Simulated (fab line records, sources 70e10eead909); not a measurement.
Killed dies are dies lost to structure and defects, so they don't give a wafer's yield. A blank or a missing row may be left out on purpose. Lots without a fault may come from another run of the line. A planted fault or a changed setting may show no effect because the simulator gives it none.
A struck lot beside a sound one | flow nand_harc | 12 steps out of a route of 1159
Sound: wafers L310.1, L310.5, L310.6. Struck: wafers L325.4, L325.5. (L325.2 of the same lot was not struck and is left out.) The cause comes at the end.
At each step with rows: each side's tool, then ch and its chambers, then its first start. Under that, the readings that differ: sound wafers | struck wafers | difference of the means | sigmas: that difference in standard deviations of wafers without a fault.
alike: readings whose means differ by less than 2 such deviations, and words and numbers that are the same on both sides. not compared: withheld readings, readings that some wafer has no value for, bounds like >300 that may hide the same value, and numbers for which the record gives no deviation and whose values overlap.
The two part at a step that has a row with sigmas, a row that says differs or no value, or rows on one side only. Numbers that don't overlap but have no deviation are shown without sigmas and don't part them. A reading that every wafer of one side lacks parts them only if that side has two wafers or more.

first, 2 steps without rows for these wafers: NHARC_A_STAIRCASE_HARDBAKE_185 (time 140 s); NHARC_A_STAIRCASE_DESCUM_186 (chemistry O2, time 3 s).
NHARC_A_STAIRCASE_TRIM_187: chemistry O2, time 211.2 s.
  sound on rie_diel-01 ch 0,3, day 11 21:39; struck on rie_diel-01 ch 0,2, day 14 17:52
  reading               | sound             | struck      | difference | sigmas
  oes_product_au (a.u.) | 1.001 1.018 0.997 | 0.997 0.984 | -0.015     | -2
  alike: drypump_motor_current_A, rf_vpp_V, run_length_s, showerhead_plenum_p_Torr, throttle_valve_pct
  not compared: rf_hours_counter_h
then, 1 step without rows for these wafers: NHARC_A_STAIRCASE_ETCH_188 (etches the open film in C4F8/O2, target depth 100 nm, time 40.5 s).
NHARC_A_STAIRCASE_TRIM_189: chemistry O2, time 211.2 s.
  sound on rie_diel-01 ch 1,2; struck on rie_diel-01 ch 1,2
  alike: drypump_motor_current_A, oes_product_au, rf_vpp_V, run_length_s, showerhead_plenum_p_Torr, throttle_valve_pct
  not compared: rf_hours_counter_h
then, 1 step without rows for these wafers: NHARC_A_STAIRCASE_ETCH_190 (etches the open film in C4F8/O2, target depth 100 nm, time 40.5 s).
NHARC_A_STAIRCASE_TRIM_191: chemistry O2, time 211.2 s.
  sound on rie_diel-01 ch 0,2,3; struck on rie_diel-01 ch 1,2
  alike: drypump_motor_current_A, oes_product_au, rf_vpp_V, run_length_s, showerhead_plenum_p_Torr, throttle_valve_pct
  not compared: rf_hours_counter_h
then, 1 step without rows for these wafers: NHARC_A_STAIRCASE_ETCH_192 (etches the open film in C4F8/O2, target depth 100 nm, time 40.5 s).
NHARC_A_STAIRCASE_TRIM_193: chemistry O2, time 211.2 s.
  sound on rie_diel-01 ch 1,2; struck on rie_diel-01 ch 0,2
  reading          | sound             | struck      | difference | sigmas
  run_length_s (s) | 231.7 231.4 232.7 | 233.5 232.4 | +1.0       | +2
  alike: drypump_motor_current_A, oes_product_au, rf_vpp_V, showerhead_plenum_p_Torr, throttle_valve_pct
  not compared: rf_hours_counter_h
NHARC_A_STAIRCASE_ETCH_194: etches the open film in C4F8/O2, target depth 100 nm, time 40.5 s.
  sound on rie_diel-01 ch 0,1; struck on rie_diel-01 ch 0,2
  alike: oes_product_au, rf_fwd_power_W, rf_vpp_V
  not compared: rf_hours_counter_h
NHARC_A_STAIRCASE_TRIM_196: chemistry O2, time 211.2 s.
  sound on rie_diel-01 ch 0,3, day 11 22:47; struck on rie_diel-01 ch 0,3, day 14 19:08
  reading          | sound             | struck      | difference | sigmas
  run_length_s (s) | 231.7 233.1 232.0 | 303.0 301.0 | +69.7      | +99 or more
  alike: drypump_motor_current_A, oes_product_au, rf_vpp_V, showerhead_plenum_p_Torr, throttle_valve_pct
  not compared: rf_hours_counter_h
then, 1 step without rows for these wafers: NHARC_A_STAIRCASE_ETCH_197 (etches the open film in C4F8/O2, target depth 100 nm, time 40.5 s).

WHERE THEY PART
First at NHARC_A_STAIRCASE_TRIM_187; last, within this record, at NHARC_A_STAIRCASE_TRIM_196.

WHY: what the simulator had put in
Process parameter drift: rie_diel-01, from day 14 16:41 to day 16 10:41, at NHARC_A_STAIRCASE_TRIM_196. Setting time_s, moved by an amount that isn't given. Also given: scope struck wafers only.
